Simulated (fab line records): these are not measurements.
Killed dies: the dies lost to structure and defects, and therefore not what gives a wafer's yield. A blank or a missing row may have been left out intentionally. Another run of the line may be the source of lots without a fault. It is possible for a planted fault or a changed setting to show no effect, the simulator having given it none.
fab line records	flow nandHarc
[record] lots = 12	wafers = 36	lastDay = 24
route steps=1159 shown A_BONDPAD@1077 HYBRID_BOND@1099 THIN_TSV@1102 END@1159
lots untouched by any fault: they come from a run of this same line in which no faults occurred
startH: hours from the record's first day to the start of the lot's first wafer shown	waitH: hours from the lot's prior step to this one	" repeats the value in the row above	L1.1+2: one row covering several wafers at once	- value missing, or start not given	* or withheld: withheld	< > ~ a bound
route shown NAME@n: NAME is a module with steps in the file, n the number in the route of the first one	usual: average and standard deviation across the fault-free wafers	same: alike in all rows	chamber/n: place in a boat	sites: each site's reading	_std_site: standard deviation across them	_edge_site: mean of outer sites minus mean of inner sites	radiusMm: for every site, how far away it sits from the centre of the wafer	mask NAME#n: copy n	behind: the most recent tool/chamber to have shaped the wafer	hold: reason for holding the lot/hours on hold/outcome of the hold	device: transistor that didn't switch, given as n, p or np	end of line: tests of these same wafers at the route's end	for a step that has no rows: nothing shown but its recipe	killed: the dies lost at the first sort to structure and to defects; this is not the yield of the wafer	map: a wafer's dies, x killed, . not, _ none there
set.NAME: the setting as run; set.NAME@STEP: as run at that earlier step	model.NAME: the simulator's own value behind a step, which no gauge read
route steps across a sampled set of lots; one table per step, one row per wafer
services: a tool's chamber out of use, with start hour (startH, from the record's first day; less than 0 if before it), hours out, and reason
[[steps]]
[step NHARC_A_BONDPAD_ETCH_12]
[recipe] targetDepthA = 2200	timeS = 110	chf3FlowSccm = 50	o2FlowSccm = 10	arFlowSccm = 200	rfW = 500	biasW = 200	chemistry = CHF3/O2
[usual] chamberPressureMTorr = 25.000/0.023	drypumpMotorCurrentA = 6.0/0.48	oesProductAu = 0.949/0.021	rfVppV = 370.8/2.3	showerheadPlenumPTorr = 2.40/0.095	throttleValvePct = 20.573/0.009
lot.wafer	tool	chamber	startH	waitH	chamberPressureMTorr	drypumpMotorCurrentA	oesProductAu	rfHoursCounterH	rfVppV	showerheadPlenumPTorr	throttleValvePct
L487.1	rieDiel-02	3	402.75	-	24.998	6.5	0.927	2	371.1	2.35	20.591
L487.5	"	1	"	"	25.010	6.0	0.933	-	372.8	2.50	20.572
L487.6	"	2	"	"	25.029	6.0	0.940	-	372.0	2.47	20.575
L488.2	rieDiel-06	2	413.55	-	25.062	5.0	0.935	32	373.3	2.51	20.575
L488.1	"	0	"	"	25.034	5.3	0.931	29	370.0	2.37	20.573
L488.4	"	1	"	"	24.959	5.4	0.916	30	367.9	2.24	20.560
L491.2	rieDiel-06	1	417.98	-	25.005	5.4	0.907	32	367.0	2.24	20.580
L491.1	"	3	"	"	25.005	6.6	0.925	34	372.5	2.51	20.586
L491.6	"	1	"	"	24.987	5.5	0.922	-	366.6	2.24	20.566
L493.2	rieDiel-06	2	442.68	-	24.999	5.0	0.947	3	373.4	2.51	20.583
L493.5	"	1	"	"	24.984	5.4	0.961	-	366.0	2.23	20.579
L493.6	"	2	"	"	24.986	5.0	0.946	-	371.5	2.51	20.575
L495.3	rieDiel-02	2	452.48	-	24.993	5.9	0.948	4	372.9	2.47	20.563
L495.1	"	3	"	"	24.989	6.5	0.931	4	368.9	2.35	20.572
L495.6	"	2	"	"	25.017	5.9	0.940	-	371.0	2.47	20.573
L499.2	rieDiel-02	0	472.33	-	25.011	6.2	0.923	5	368.6	2.30	20.578
L499.6	"	2	"	"	24.989	5.9	0.931	-	371.0	2.47	20.564
L499.5	"	3	"	"	24.990	6.5	0.924	-	370.4	2.35	20.570
L497.4	rieDiel-06	2	475.69	-	24.981	5.1	0.930	10	373.0	2.51	20.556
L497.1	"	3	"	"	25.003	6.6	0.929	10	374.1	2.50	20.586
L497.6	"	2	"	"	25.023	5.0	0.935	-	371.5	2.51	20.563
L500.1	rieDiel-06	1	502.36	-	25.046	5.5	0.928	16	366.1	2.23	20.566
L500.4	"	2	"	"	25.012	5.0	0.928	17	371.8	2.50	20.571
L500.6	"	0	"	"	24.991	5.3	0.930	-	370.9	2.36	20.576
L506.2	rieDiel-02	2	519.26	-	25.042	5.9	0.975	0	372.0	2.47	20.566
L506.1	"	0	"	"	25.000	6.1	0.977	0	368.1	2.30	20.556
L506.4	"	1	"	"	24.996	6.0	0.964	0	373.3	2.50	20.589
L505.1	rieDiel-02	0	529.99	-	25.010	6.2	0.974	1	369.5	2.30	20.574
L505.5	"	0	"	"	25.009	6.2	0.978	-	369.8	2.30	20.570
L505.6	"	1	"	"	25.006	6.1	0.954	-	373.8	2.50	20.571
L510.3	rieDiel-02	0	536.96	-	24.975	6.1	0.982	1	368.5	2.30	20.573
L510.5	"	0	"	"	25.020	6.2	0.976	-	369.1	2.30	20.589
L510.6	"	1	"	"	25.019	6.0	0.960	-	371.4	2.50	20.578
L509.4	rieDiel-02	0	544.59	-	24.966	6.2	0.985	1	368.8	2.30	20.562
L509.3	"	2	"	"	24.995	5.9	0.973	2	372.4	2.47	20.573
L509.6	"	0	"	"	25.001	6.2	0.977	-	369.9	2.30	20.580
[step NHARC_A_BONDPAD_PVD_27]
[recipe] targetThkA = 300	chamberPressurePa = 5	powerW = 5000	substrateTempC = 30	timeS = 20.49	material = Cu
[usual] cathodeDcPowerW = 5000.1/0.87	throttleValvePct = 30.2/1.1
lot.wafer	tool	chamber	startH	waitH	cathodeDcPowerW	throttleValvePct
L487.1	pvdSputter-03	-	-	-	5001.3	29.0
L487.5	"	-	"	"	4999.8	28.6
L487.6	"	-	"	"	5000.2	30.1
L488.1	pvdSputter-03	-	-	-	5000.7	30.3
L488.2	"	-	"	"	5000.8	28.6
L488.4	"	-	"	"	4999.4	29.8
L491.1	pvdSputter-02	-	-	-	5000.1	30.1
L491.2	"	-	"	"	5000.6	30.3
L491.6	"	-	"	"	5000.5	30.9
L493.2	pvdSputter-02	-	-	-	5000.4	29.7
L493.5	"	-	"	"	4999.4	27.6
L493.6	"	-	"	"	4997.9	29.8
L495.1	pvdSputter-01	-	-	-	4999.3	30.9
L495.3	"	-	"	"	4999.9	30.8
L495.6	"	-	"	"	4999.6	31.0
L499.2	pvdSputter-03	-	-	-	5001.2	28.8
L499.5	"	-	"	"	5000.4	30.4
L499.6	"	-	"	"	4999.5	31.2
L497.1	pvdSputter-03	-	-	-	4999.0	30.3
L497.4	"	-	"	"	4999.6	31.3
L497.6	"	-	"	"	5000.0	30.7
L500.1	pvdSputter-03	-	-	-	4999.4	28.9
L500.4	"	-	"	"	5000.8	30.4
L500.6	"	-	"	"	4999.0	30.9
L506.4	pvdSputter-02	-	-	-	4999.5	30.2
L506.1	"	-	"	"	4999.7	29.7
L506.2	"	-	"	"	4999.1	30.7
L505.1	pvdSputter-01	-	-	-	4999.4	30.5
L505.6	"	-	"	"	5000.4	32.1
L505.5	"	-	"	"	4999.1	29.3
L510.3	pvdSputter-01	-	-	-	5000.7	31.7
L510.6	"	-	"	"	5000.0	31.5
L510.5	"	-	"	"	5001.0	31.8
L509.4	pvdSputter-01	-	-	-	5000.5	30.6
L509.3	"	-	"	"	5000.2	31.5
L509.6	"	-	"	"	4999.3	29.0
[step NHARC_HYBRID_BOND_OVL_MEAS_05]
[usual] overlayXNm = -4/30	overlayYNm = -1/30
lot.wafer	tool	chamber	startH	waitH	overlayXNm	overlayYNm
L487.1	overlay-01	-	420.39	0.4	-40	6
L487.5	"	-	"	"	-52	7
L487.6	"	-	"	"	6	-12
L488.1	overlay-02	-	427.49	0.4	-34	13
L488.2	"	-	"	"	47	-12
L488.4	"	-	"	"	31	22
L491.1	overlay-01	-	427.49	0.4	23	-48
L491.2	"	-	"	"	5	21
L491.6	"	-	"	"	12	-8
L493.2	overlay-02	-	454.95	0.4	17	-32
L493.5	"	-	"	"	-13	13
L493.6	"	-	"	"	-14	-23
L495.1	overlay-01	-	464.58	0.4	34	-23
L495.3	"	-	"	"	6	55
L495.6	"	-	"	"	20	39
L497.1	overlay-02	-	488.29	0.4	-6	-8
L497.4	"	-	"	"	13	26
L497.6	"	-	"	"	8	18
L499.2	overlay-01	-	488.30	0.4	-68	55
L499.5	"	-	"	"	-11	23
L499.6	"	-	"	"	-3	31
L500.1	overlay-01	-	516.45	0.4	-80	-17
L500.4	"	-	"	"	-61	-49
L500.6	"	-	"	"	-44	40
L506.1	overlay-01	-	531.96	0.4	-24	-29
L506.2	"	-	"	"	15	31
L506.4	"	-	"	"	-47	-12
L505.1	overlay-02	-	542.38	0.4	22	22
L505.5	"	-	"	"	0	0
L505.6	"	-	"	"	14	-13
L510.3	overlay-02	-	551.66	0.4	-4	19
L510.5	"	-	"	"	-23	62
L510.6	"	-	"	"	-7	43
L509.3	overlay-01	-	558.15	0.4	-13	-24
L509.4	"	-	"	"	-16	-55
L509.6	"	-	"	"	22	-56
[step NHARC_THIN_TSV_CMP_01]
[recipe] targetThkUm = 3
[usual] motorCurrentA = 12.6/1.8
lot.wafer	tool	chamber	startH	waitH	motorCurrentA
L487.1	cmp-01	3	421.81	1.0	16.1
L487.5	"	3	"	"	16.9
L487.6	"	0	"	"	11.8
L491.2	cmp-01	2	431.29	0.8	13.3
L491.1	"	3	"	"	15.1
L491.6	"	2	"	"	12.5
L488.4	cmp-04	1	432.48	0.5	10.6
L488.2	"	2	"	"	11.3
L488.1	"	3	"	"	11.7
L493.2	cmp-01	0	456.42	0.9	10.7
L493.6	"	2	"	"	13.2
L493.5	"	3	"	"	17.0
L495.3	cmp-01	1	466.03	0.6	11.6
L495.1	"	3	"	"	16.5
L495.6	"	2	"	"	13.3
L499.2	cmp-03	1	489.75	0.9	13.3
L499.5	"	0	"	"	13.7
L499.6	"	1	"	"	12.8
L497.4	cmp-01	2	490.94	0.4	13.0
L497.1	"	3	"	"	17.0
L497.6	"	3	"	"	16.1
L500.4	cmp-03	2	524.22	0.7	13.3
L500.1	"	3	"	"	12.3
L500.6	"	2	"	"	13.3
L506.1	cmp-04	1	533.41	1.0	10.9
L506.2	"	2	"	"	10.8
L506.4	"	3	"	"	11.8
L505.1	cmp-04	1	543.83	1.0	10.2
L505.5	"	0	"	"	10.5
L505.6	"	1	"	"	10.5
L510.3	cmp-03	1	553.13	0.7	12.6
L510.5	"	3	"	"	12.1
L510.6	"	0	"	"	13.8
L509.4	cmp-01	1	560.80	0.4	11.9
L509.3	"	3	"	"	16.4
L509.6	"	1	"	"	12.1
[step NHARC_END_SORT_01]
[recipe] tempC = 25
[usual] defectLimitedYield = 94.9/1.7	killedAtArray = 31/12	killedAtOther = 0.6/0.85	killedAtPeriphery = 3.0/2.3	killedDies = 35/12	killedOpen = 3.2/1.9	killedShort = 1.8/1.4	sort_bin_2_pct = 1.6/0.7	sort_bin_3_pct = 0.28/0.22	sort_bin_4_pct = 3.3/1.2	sortNPass = 642/12	sortRimYieldPct = 97.7/1.5	sortYieldPct = 94.9/1.7
[same] grossDies = 677	sort_bin_5_pct[%] = 0	sort_bin_6_pct[%] = 0	sort_bin_7_pct[%] = 0	sort_bin_8_pct[%] = 0	sortRimNGross = 106.00
lot.wafer	tool	chamber	startH	waitH	defectLimitedYield[%]	killedAtArray	killedAtOther	killedAtPeriphery	killedDies	killedOpen	killedShort	sort_bin_2_pct[%]	sort_bin_3_pct[%]	sort_bin_4_pct[%]	sortNPass	sortRimYieldPct[%]	sortYieldPct[%]
L487.1	prober-01	0	437.65	2.5	97.2	18	0	1	19	5	1	0.7	0	2.1	658	99.1	97.2
L487.5	prober-01	0	440.90	3.7	96.9	20	1	0	21	3	0	0.7	0	2.4	656	99.1	96.9
L487.6	prober-01	0	441.71	4.1	96.0	24	1	2	27	3	2	1.2	0	2.8	650	97.2	96.0
L491.1	prober-02	0	453.39	2.5	93.9	39	0	2	41	3	3	1.8	0.30	4.0	636	96.2	93.9
L491.2	prober-02	0	454.21	2.8	95.4	30	0	1	31	3	1	1.3	0.44	2.8	646	100.0	95.4
L491.6	prober-02	0	457.49	4.1	95.4	30	0	1	31	1	3	1.0	0	3.5	646	98.1	95.4
L488.1	prober-01	0	453.44	2.5	96.2	17	1	8	26	5	2	1.6	0.44	1.8	651	100.0	96.2
L488.2	prober-01	0	454.25	2.8	96.6	14	2	7	23	4	3	0.6	0.15	2.7	654	96.2	96.6
L488.4	prober-01	0	455.86	3.4	94.7	28	0	8	36	5	3	1.8	0.30	3.2	641	96.2	94.7
L493.2	prober-02	0	473.34	2.8	95.7	22	1	6	29	3	2	1.5	0.15	2.7	648	96.2	95.7
L493.5	prober-02	0	475.73	3.7	96.8	17	0	5	22	7	1	1.3	0	1.9	655	98.1	96.8
L493.6	prober-02	0	476.52	4.0	97.0	15	2	3	20	2	2	0.9	0.15	1.9	657	99.1	97.0
L495.1	prober-01	0	482.32	2.5	93.5	40	3	1	44	2	2	2.5	0.30	3.7	633	97.2	93.5
L495.3	prober-01	0	483.95	3.1	94.5	33	2	2	37	3	0	1.6	0.15	3.7	640	96.2	94.5
L495.6	prober-01	0	486.39	4.1	92.3	50	0	2	52	1	2	1.6	0.30	5.8	625	98.1	92.3
L497.1	prober-01	0	509.45	2.5	82.0	121	0	1	122	4	2	7.1	3.25	7.7	555	98.1	82.0
L497.4	prober-01	0	511.87	3.4	83.3	112	0	1	113	3	0	6.2	3.69	6.8	564	98.1	83.3
L497.6	prober-01	0	513.49	4.0	82.1	120	1	0	121	1	0	9.2	3.25	5.5	556	100.0	82.1
L499.2	prober-02	0	509.53	2.8	96.2	20	2	4	26	9	1	1.5	0.15	2.2	651	100.0	96.2
L499.5	prober-02	0	511.87	3.6	97.5	16	0	1	17	0	1	0.6	0.30	1.6	660	98.1	97.5
L499.6	prober-02	0	512.65	3.9	97.2	15	0	4	19	3	2	0.6	0.30	1.9	658	95.3	97.2
L500.1	prober-02	0	541.51	2.5	84.8	102	0	1	103	3	2	5.2	3.84	6.2	574	85.8	84.8
L500.4	prober-02	0	543.91	3.4	84.6	100	1	3	104	3	3	6.2	2.81	6.4	573	99.1	84.6
L500.6	prober-02	0	545.50	4.0	81.7	121	1	2	124	5	1	7.8	2.81	7.7	553	96.2	81.7
L506.1	prober-02	0	557.16	2.5	97.0	15	0	5	20	2	1	0.9	0.15	1.9	657	97.2	97.0
L506.2	prober-02	0	557.95	2.8	98.4	9	0	2	11	2	1	0.4	0.15	1.0	666	100.0	98.4
L506.4	prober-02	0	559.53	3.4	95.4	23	1	7	31	5	6	1.8	0	2.8	646	94.3	95.4
L505.1	prober-02	0	564.92	2.5	95.0	29	0	5	34	1	2	1.9	0.15	3.0	643	97.2	95.0
L505.5	prober-02	0	568.10	3.7	94.5	27	0	10	37	2	2	1.0	0.74	3.7	640	98.1	94.5
L505.6	prober-02	0	568.90	4.0	94.4	33	0	5	38	6	3	1.8	0.30	3.5	639	98.1	94.4
L510.3	prober-02	0	575.62	3.1	95.9	26	0	2	28	5	0	1.5	0	2.7	649	96.2	95.9
L510.5	prober-02	0	577.22	3.7	96.8	22	0	0	22	1	2	0.4	0.15	2.7	655	97.2	96.8
L510.6	prober-02	0	578.02	4.0	96.3	20	2	3	25	7	2	0.9	0.44	2.4	652	97.2	96.3
L509.3	prober-01	0	583.70	3.1	92.9	41	3	4	48	4	1	2.5	0.89	3.7	629	99.1	92.9
L509.4	prober-01	0	584.49	3.4	94.2	31	2	6	39	5	0	2.5	0.30	3.0	638	98.1	94.2
L509.6	prober-01	0	586.07	4.0	94.7	31	1	4	36	4	0	1.8	0.44	3.1	641	100.0	94.7
// killed by level:class
L487.1 A_SLIT:chamberFilmFlake=7 A_STAIRCASE:chamberFilmFlake=3 A_BLC:chamberFilmFlake=2 P_M0:geometricParticle:open=1 A_ONON_D1:geometricParticle:open=1 A_CHANNEL_FILL_D1:geometricParticle:open=1 A_CHANNEL_FILL_D1:geometricParticle:short=1 A_SGD_CUT:geometricParticle:open=1
L487.5 A_SLIT:chamberFilmFlake=12 A_BLC:chamberFilmFlake=3 A_WL_FILL:geometricParticle:open=2 A_WL_FILL:chamberFilmFlake=2 A_CHANNEL_HOLE_D1:geometricParticle:open=1 THIN_TSV:chamberFilmFlake=1
L487.6 A_SLIT:chamberFilmFlake=10 A_BLC:chamberFilmFlake=7 A_CHANNEL_HOLE_D1:chamberFilmFlake=2 P_M0:geometricParticle:open=1 P_M1:geometricParticle:open=1 A_ONON_D1:geometricParticle:short=1 A_ONON_D1:geometricParticle:open=1 A_WL_FILL:geometricParticle:short=1
L491.1 A_CHANNEL_HOLE_D1:chamberFilmFlake=17 A_SLIT:chamberFilmFlake=10 A_CONTACT:chamberFilmFlake=4 A_STAIRCASE:chamberFilmFlake=3 P_CONTACT:geometricParticle:short=1 A_SOURCE_PLATE:geometricParticle:open=1 A_ONON_D1:geometricParticle:short=1 A_CHANNEL_FILL_D1:geometricParticle:open=1
L488.1 A_SLIT:chamberFilmFlake=7 P_M0:chamberFilmFlake=4 A_BLC:geometricParticle:open=2 A_CHANNEL_HOLE_D1:chamberFilmFlake=2 A_BLC:chamberFilmFlake=2 P_M0:geometricParticle:open=1 A_ONON_D1:geometricParticle:short=1 A_SGD_CUT:geometricParticle:open=1
L491.2 A_CHANNEL_HOLE_D1:chamberFilmFlake=13 A_SLIT:chamberFilmFlake=8 A_STAIRCASE:chamberFilmFlake=5 P_CONTACT:geometricParticle:open=1 A_SGD_CUT:geometricParticle:short=1 A_BLC:geometricParticle:open=1 A_M0:geometricParticle:open=1 A_CONTACT:chamberFilmFlake=1
L488.2 A_SLIT:chamberFilmFlake=6 P_BONDPAD:chamberFilmFlake=3 P_M0:chamberFilmFlake=2 THIN_TSV:chamberFilmFlake=2 P_CONTACT:geometricParticle:open=1 P_M0:geometricParticle:open=1 A_ONON_D1:geometricParticle:open=1 A_CHANNEL_FILL_D1:geometricParticle:short=1
L488.4 A_SLIT:chamberFilmFlake=15 A_STAIRCASE:chamberFilmFlake=4 P_M0:chamberFilmFlake=3 A_BLC:chamberFilmFlake=3 P_CONTACT:geometricParticle:open=2 P_GATE:geometricParticle:open=1 P_CONTACT:geometricParticle:short=1 A_ONON_D1:geometricParticle:short=1
L491.6 A_SLIT:chamberFilmFlake=13 A_CHANNEL_HOLE_D1:chamberFilmFlake=11 A_STAIRCASE:chamberFilmFlake=2 P_M1:geometricParticle:short=1 A_ONON_D1:geometricParticle:open=1 A_CHANNEL_FILL_D1:geometricParticle:short=1 A_CONTACT:geometricParticle:short=1 A_CONTACT:chamberFilmFlake=1
L493.2 A_STAIRCASE:chamberFilmFlake=8 A_CHANNEL_HOLE_D1:chamberFilmFlake=3 A_SLIT:chamberFilmFlake=3 A_CONTACT:chamberFilmFlake=3 P_GATE:chamberFilmFlake=2 P_M2:chamberFilmFlake=2 A_WL_FILL:chamberFilmFlake=2 P_STI:geometricParticle:short=1
L493.5 A_STAIRCASE:chamberFilmFlake=4 A_CONTACT:chamberFilmFlake=4 A_M0:geometricParticle:open=2 P_M2:chamberFilmFlake=2 P_CONTACT:geometricParticle:open=1 A_SOURCE_PLATE:geometricParticle:short=1 A_ONON_D1:geometricParticle:open=1 A_CONTACT:geometricParticle:open=1
L493.6 A_CHANNEL_HOLE_D1:chamberFilmFlake=6 A_STAIRCASE:chamberFilmFlake=4 A_SLIT:chamberFilmFlake=2 THIN_TSV:chamberFilmFlake=2 P_GATE:geometricParticle:short=1 P_M0:geometricParticle:open=1 A_CONTACT:geometricParticle:short=1 A_BLC:geometricParticle:open=1
L495.1 A_SLIT:chamberFilmFlake=15 A_CHANNEL_HOLE_D1:chamberFilmFlake=13 A_CONTACT:chamberFilmFlake=4 THIN_TSV:chamberFilmFlake=3 A_STAIRCASE:chamberFilmFlake=3 A_CHANNEL_FILL_D1:geometricParticle:open=1 A_CHANNEL_FILL_D1:geometricParticle:short=1 A_CONTACT:geometricParticle:short=1
L495.3 A_SLIT:chamberFilmFlake=16 A_CHANNEL_HOLE_D1:chamberFilmFlake=12 P_M2:chamberFilmFlake=2 A_STAIRCASE:chamberFilmFlake=2 A_WL_FILL:geometricParticle:open=1 A_BLC:geometricParticle:open=1 STARTING-WAFER:geometricParticle:open=1 A_CONTACT:chamberFilmFlake=1
L495.6 A_SLIT:chamberFilmFlake=18 A_CHANNEL_HOLE_D1:chamberFilmFlake=17 A_STAIRCASE:chamberFilmFlake=5 A_CONTACT:chamberFilmFlake=5 A_ONON_D1:geometricParticle:short=2 A_ZERO_WELL:chamberFilmFlake=2 P_M2:geometricParticle:open=1 P_STI:chamberFilmFlake=1
L497.1 A_BONDPAD:unspecified=78 A_SLIT:chamberFilmFlake=17 A_CHANNEL_HOLE_D1:chamberFilmFlake=12 A_STAIRCASE:chamberFilmFlake=6 A_CONTACT:geometricParticle:open=2 A_CONTACT:chamberFilmFlake=2 P_CONTACT:geometricParticle:open=1 A_ONON_D1:geometricParticle:open=1
L499.2 A_CHANNEL_HOLE_D1:chamberFilmFlake=7 A_CONTACT:chamberFilmFlake=6 P_CONTACT:geometricParticle:open=2 A_CONTACT:geometricParticle:open=2 A_STAIRCASE:chamberFilmFlake=2 P_CONTACT:geometricParticle:short=1 P_M1:geometricParticle:open=1 A_ONON_D1:geometricParticle:open=1
L499.5 A_CONTACT:chamberFilmFlake=12 A_STAIRCASE:chamberFilmFlake=2 A_WL_FILL:geometricParticle:short=1 P_STI:chamberFilmFlake=1 A_CHANNEL_HOLE_D1:chamberFilmFlake=1
L497.4 A_BONDPAD:unspecified=80 A_CHANNEL_HOLE_D1:chamberFilmFlake=14 A_SLIT:chamberFilmFlake=10 A_STAIRCASE:chamberFilmFlake=3 A_ONON_D1:geometricParticle:open=2 A_WL_FILL:chamberFilmFlake=2 P_M0:geometricParticle:open=1 A_CONTACT:chamberFilmFlake=1
L499.6 A_CONTACT:chamberFilmFlake=5 A_STAIRCASE:chamberFilmFlake=4 A_CONTACT:geometricParticle:open=2 A_CHANNEL_HOLE_D1:chamberFilmFlake=2 P_M0:geometricParticle:open=1 P_M2:geometricParticle:short=1 A_BLC:geometricParticle:short=1 P_GATE:chamberFilmFlake=1
L497.6 A_BONDPAD:unspecified=91 A_CHANNEL_HOLE_D1:chamberFilmFlake=12 A_SLIT:chamberFilmFlake=11 A_WL_FILL:chamberFilmFlake=3 A_CONTACT:chamberFilmFlake=2 A_ONON_D1:geometricParticle:open=1 THIN_TSV:chamberFilmFlake=1
L500.1 A_BONDPAD:unspecified=58 A_SLIT:chamberFilmFlake=16 A_CHANNEL_HOLE_D1:chamberFilmFlake=12 A_STAIRCASE:chamberFilmFlake=6 A_CONTACT:geometricParticle:short=2 A_CONTACT:geometricParticle:open=2 A_ZERO_WELL:chamberFilmFlake=2 A_CONTACT:chamberFilmFlake=2
L500.4 A_BONDPAD:unspecified=76 A_SLIT:chamberFilmFlake=13 A_CHANNEL_HOLE_D1:chamberFilmFlake=3 A_STAIRCASE:chamberFilmFlake=2 A_CONTACT:chamberFilmFlake=2 P_GATE:geometricParticle:open=1 P_CONTACT:geometricParticle:short=1 P_M0:geometricParticle:open=1
L500.6 A_BONDPAD:unspecified=83 A_SLIT:chamberFilmFlake=17 A_CHANNEL_HOLE_D1:chamberFilmFlake=8 A_STAIRCASE:chamberFilmFlake=6 A_CONTACT:chamberFilmFlake=2 P_STI:geometricParticle:short=1 A_ONON_D1:geometricParticle:open=1 A_CHANNEL_FILL_D1:geometricParticle:open=1
L506.1 A_CHANNEL_HOLE_D1:chamberFilmFlake=7 P_CONTACT:chamberFilmFlake=5 A_CHANNEL_FILL_D1:chamberFilmFlake=2 A_ONON_D1:geometricParticle:open=1 A_M0:geometricParticle:open=1 A_M1:geometricParticle:short=1 A_ZERO_WELL:chamberFilmFlake=1 A_WL_FILL:chamberFilmFlake=1
L506.2 A_CHANNEL_HOLE_D1:chamberFilmFlake=4 A_STAIRCASE:chamberFilmFlake=2 P_M2:geometricParticle:open=1 A_CHANNEL_HOLE_D1:geometricParticle:open=1 A_M1:geometricParticle:short=1 P_CONTACT:chamberFilmFlake=1 A_WL_FILL:chamberFilmFlake=1
L506.4 A_CHANNEL_HOLE_D1:chamberFilmFlake=10 P_CONTACT:chamberFilmFlake=5 A_CHANNEL_FILL_D1:geometricParticle:short=2 A_WL_FILL:geometricParticle:open=2 P_CONTACT:geometricParticle:short=1 P_M1:geometricParticle:open=1 A_SOURCE_PLATE:geometricParticle:open=1 A_STAIRCASE:geometricParticle:short=1
L505.1 A_CHANNEL_HOLE_D1:chamberFilmFlake=21 P_STI:chamberFilmFlake=3 A_CONTACT:chamberFilmFlake=3 A_SOURCE_PLATE:geometricParticle:short=1 A_CONTACT:geometricParticle:open=1 A_M1:geometricParticle:short=1 P_ZERO_WELL:chamberFilmFlake=1 P_CONTACT:chamberFilmFlake=1
L505.5 A_CHANNEL_HOLE_D1:chamberFilmFlake=18 A_CONTACT:chamberFilmFlake=7 P_CONTACT:chamberFilmFlake=6 P_CONTACT:geometricParticle:short=2 P_ZERO_WELL:chamberFilmFlake=2 A_ONON_D1:geometricParticle:open=1 A_CHANNEL_FILL_D1:geometricParticle:open=1
L505.6 A_CHANNEL_HOLE_D1:chamberFilmFlake=18 A_CONTACT:chamberFilmFlake=5 A_CHANNEL_FILL_D1:geometricParticle:short=2 A_M0:geometricParticle:open=2 P_STI:chamberFilmFlake=2 P_CONTACT:chamberFilmFlake=2 P_CONTACT:geometricParticle:open=1 A_ONON_D1:geometricParticle:open=1
L510.3 A_CHANNEL_HOLE_D1:chamberFilmFlake=12 A_CONTACT:chamberFilmFlake=5 A_ZERO_WELL:chamberFilmFlake=3 P_M0:geometricParticle:open=1 A_CHANNEL_FILL_D1:geometricParticle:open=1 A_CONTACT:geometricParticle:open=1 A_BLC:geometricParticle:open=1 A_M1:geometricParticle:open=1
L510.5 A_CHANNEL_HOLE_D1:chamberFilmFlake=13 A_CONTACT:chamberFilmFlake=4 A_ONON_D1:geometricParticle:short=2 A_WL_FILL:chamberFilmFlake=2 A_ONON_D1:geometricParticle:open=1
L510.6 A_CHANNEL_HOLE_D1:chamberFilmFlake=10 A_CONTACT:geometricParticle:open=3 P_GATE:chamberFilmFlake=2 THIN_TSV:chamberFilmFlake=2 P_M0:geometricParticle:open=1 A_CHANNEL_FILL_D1:geometricParticle:short=1 A_CHANNEL_FILL_D1:geometricParticle:open=1 A_SGD_CUT:geometricParticle:open=1
L509.3 A_SLIT:chamberFilmFlake=22 A_CHANNEL_HOLE_D1:chamberFilmFlake=5 A_M1:chamberFilmFlake=5 A_CONTACT:chamberFilmFlake=3 P_GATE:chamberFilmFlake=2 A_STAIRCASE:chamberFilmFlake=2 THIN_TSV:chamberFilmFlake=2 A_ONON_D1:geometricParticle:open=1
L509.4 A_SLIT:chamberFilmFlake=19 A_CHANNEL_HOLE_D1:chamberFilmFlake=6 P_STI:chamberFilmFlake=3 A_M1:chamberFilmFlake=3 P_M0:geometricParticle:open=2 A_CONTACT:chamberFilmFlake=2 P_CONTACT:geometricParticle:open=1 A_WL_FILL:geometricParticle:open=1
L509.6 A_SLIT:chamberFilmFlake=16 A_M1:chamberFilmFlake=5 A_CHANNEL_HOLE_D1:chamberFilmFlake=4 A_CONTACT:chamberFilmFlake=3 P_CONTACT:geometricParticle:open=1 P_M2:geometricParticle:open=1 A_CHANNEL_FILL_D1:geometricParticle:open=1 A_CONTACT:geometricParticle:open=1
[[services]]
tool	chamber	startH	hours	kind
rieDiel-02	0	385.70	-	clean
rieDiel-02	1	385.70	-	clean
pvdSputter-02	-	392.00	10.0	pm
pvdSputter-03	-	397.46	2.7	repair
cmp-04	-	399.13	4.0	pm
rieDiel-06	-	418.20	9.0	pm
cmp-01	-	435.85	3.8	repair
pvdSputter-03	-	439.51	8.0	repair
cmp-04	-	446.39	1.4	repair
cmp-03	-	450.10	4.0	pm
pvdSputter-02	-	453.76	7.9	repair
pvdSputter-03	-	458.00	10.0	pm
cmp-01	-	473.78	4.0	pm
rieDiel-06	3	475.93	7.0	repair
cmp-04	-	488.82	4.6	repair
cmp-04	-	497.25	4.0	pm
rieDiel-02	-	504.70	9.0	pm
cmp-01	-	512.70	4.6	repair
pvdSputter-01	-	514.04	10.0	pm
rieDiel-06	3	539.82	2.7	repair
cmp-01	-	547.01	1.4	repair
cmp-03	-	548.17	4.0	pm
pvdSputter-03	-	550.70	4.2	repair
cmp-01	-	555.08	3.8	repair
[[key]]
[firstSign] step = NHARC_END_SORT_01	reading = killedAtArray	direction = up	sigmas = 7	usual = 31	struck = 113
[effect] step = NHARC_END_SORT_01	reading = defectLimitedYield	direction = down	sigmas = 6.9	usual = 94.9	struck = 83.1
[moreKillsBornAt] NHARC_A_BONDPAD_ETCH_12@rieDiel-06 = 466
metAt NHARC_A_BONDPAD_ETCH_12
struckLots L497,L500
notActingAt NHARC_A_BONDPAD_PVD_27,NHARC_HYBRID_BOND_OVL_MEAS_05,NHARC_THIN_TSV_CMP_01
onsetBetween 442.68 475.69
[fault] kind = chamberParticleSource	tool = rieDiel-06	chamber = -	onsetH = 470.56	steps = NHARC_A_BONDPAD_ETCH_12	ratePerVisitCm2 = 0.76365	endH = 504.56
